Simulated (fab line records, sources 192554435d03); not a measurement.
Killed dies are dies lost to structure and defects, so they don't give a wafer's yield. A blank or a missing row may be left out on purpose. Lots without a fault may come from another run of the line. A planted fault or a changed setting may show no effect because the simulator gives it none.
Split-lot experiment | flow n5_finfet | 7 lots, 21 wafers read, on a route of 1938 steps

THE SPLIT
At N5_BEOL_M6_DESCUM_33 (chemistry O2, time 7 s), the setting time_s was moved away from the recipe's 7 s on 9 of the 21 wafers read, by -6.0% to +19.1%. The other wafers ran this setting at the recipe's value.

The reading is taken at the split's own step.

THE READING
CAR-EUV_of_BEOL_M6_COAT_22.thk_nm (the simulator's own value, which no gauge read), in nm, at N5_BEOL_M6_DESCUM_33 (chemistry O2, time 7 s). The file gives no usual value for it. The 12 wafers here that ran the recipe average 26.0 nm, standard deviation 0.099 nm.

wafer  | tool, chamber at the split | time_s as run, s | against the recipe | CAR-EUV_of_BEOL_M6_COAT_22.thk_nm, nm | against lot-mates on the recipe
L076.3 | rie_diel-01, 3,2           | 7                | recipe             | 26                                    | -
L076.6 | rie_diel-01, 3,2           | 7                | recipe             | 26                                    | -
L076.5 | rie_diel-01, 1             | 8.288            | +18.4%             | 25.4                                  | -0.6
L078.1 | rie_diel-03, 0             | 8.14             | +16.3%             | 25.6                                  | -0.4
L078.3 | rie_diel-03, 1             | 8.14             | +16.3%             | 25.4                                  | -0.6
L078.6 | rie_diel-03, 1             | 7                | recipe             | 26                                    | -
L079.2 | rie_diel-05, 3,0           | 7                | recipe             | 26                                    | -
L079.6 | rie_diel-05, 3,0           | 7                | recipe             | 26                                    | -
L079.5 | rie_diel-05, 1             | 7                | recipe             | 26.2                                  | -
L080.1 | rie_diel-01, 1             | 7.577            | +8.2%              | 25.8                                  | -0.3
L080.3 | rie_diel-01, 2             | 7                | recipe             | 26.2                                  | -
L080.4 | rie_diel-01, 0             | 7                | recipe             | 26                                    | -
L083.3 | rie_diel-01, 3,0,1         | 6.577            | -6.0%              | 26.2                                  | no lot-mate on the recipe
L083.4 | rie_diel-01, 3,0,1         | 6.577            | -6.0%              | 26.2                                  | no lot-mate on the recipe
L083.6 | rie_diel-01, 3,0,1         | 6.577            | -6.0%              | 26.2                                  | no lot-mate on the recipe
L085.3 | rie_diel-01, 1             | 7                | recipe             | 26                                    | -
L085.5 | rie_diel-01, 0             | 8.335            | +19.1%             | 25.2                                  | -0.8
L085.6 | rie_diel-01, 3             | 8.335            | +19.1%             | 25.4                                  | -0.6
L087.2 | rie_diel-03, 0,2           | 7                | recipe             | 26                                    | -
L087.5 | rie_diel-03, 0,2           | 7                | recipe             | 26                                    | -
L087.4 | rie_diel-03, 3             | 7                | recipe             | 25.8                                  | -
Where a row lists several chambers, the file gives one row for several wafers and doesn't say which wafer went through which chamber.

THE FIT
A straight line over all 21 wafers: CAR-EUV_of_BEOL_M6_COAT_22.thk_nm changes by -0.0341 nm for each +1% of time_s; r = -0.95; the points scatter about the line by 0.096 nm.
The same after taking each lot's own level away (the mean of its wafers on the recipe; 18 wafers): -0.034 nm for each +1%; r = -0.96; scatter 0.089 nm.
On that fit, the largest move of time_s shifts the reading by 0.65 nm.
The lots' own levels span 25.93 to 26.10 nm, that is 1.7 times the standard deviation above.
So the lot-to-lot level changes the slope little: the two slopes agree.
Check: with one of the wafers moved furthest among these (+19.1%) left out of the fit, the line predicts -0.604 nm for it against its lot-mates. It came out at -0.8 nm against them.

OTHER SPLITS ON THESE WAFERS
These wafers also went through other splits before the reading. Each is held against what the fit with the lots' levels taken away leaves over:
other split on the same wafers | wafers away from the commonest value | r with CAR-EUV_of_BEOL_M6_COAT_22.thk_nm (lot level and that fit taken away)
N5_BEOL_M5_COAT_74 spin_rpm    | 7                                    | +0.07

THE FILE'S OWN FIT
CAR-EUV_of_BEOL_M6_COAT_22.thk_nm changes by -0.0338 nm for each +1% of time_s, r = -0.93.
